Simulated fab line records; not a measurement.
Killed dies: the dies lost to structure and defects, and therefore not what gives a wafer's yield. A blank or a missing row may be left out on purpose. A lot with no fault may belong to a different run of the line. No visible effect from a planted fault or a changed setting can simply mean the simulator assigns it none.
Matching of chambers    flow n5Finfet    3 sister chambers for N5_HKMG_FIN_CVD_62 on thermalCvdSi-01
The step deposits a-Si from Si2H6, target thk 3 nm, time 20.8 s. 3 wafers are shown with their chamber, then 12 later ones without.

== WAFERS PAIRED WITH THEIR CHAMBERS ==
wafer   chamber  heaterPowerW (W)
L092.1  2        1572
L092.2  0        1491
L092.3  1        1247

== WAFERS WITH NO CHAMBER GIVEN ==
wafer   heaterPowerW (W)
L092.4  1262
L092.5  1421
L092.6  1556
L094.1  1556
L094.2  1465
L094.6  1556
L096.1  1587
L096.2  1246
L096.3  1272
L096.4  1608
L096.5  1246
L096.6  1531

== WHICH CHAMBER EACH WENT THROUGH ==
wafer   from the rows above      in truth
L092.4  1                        1
L092.5  0                        0
L092.6  can't be placed: 2 or 0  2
L094.1  can't be placed: 2 or 0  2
L094.2  0                        0
L094.6  can't be placed: 2 or 0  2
L096.1  2                        2
L096.2  1                        1
L096.3  1                        1
L096.4  2                        2
L096.5  1                        1
L096.6  can't be placed: 0 or 2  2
Correctly placed: 8 of 12. These rows do not allow placing 4 (true chamber among the candidates in 4). 0 placed wrongly.
How it was worked out, from the rows above alone: a wafer's distance from a chamber is the root of the sum, over the readings, of the square of ((its reading less the chamber's mean) divided by the reading's scatter). If the next closest chamber is less than 2 further off than the closest, the wafer can't be placed; otherwise it belongs to the closest. The mean given for a chamber averages the wafers shown for that chamber. The scatter (one wafer shown for each chamber): square how far every hidden wafer sits from the nearest shown wafer, average those squares and take the square root.
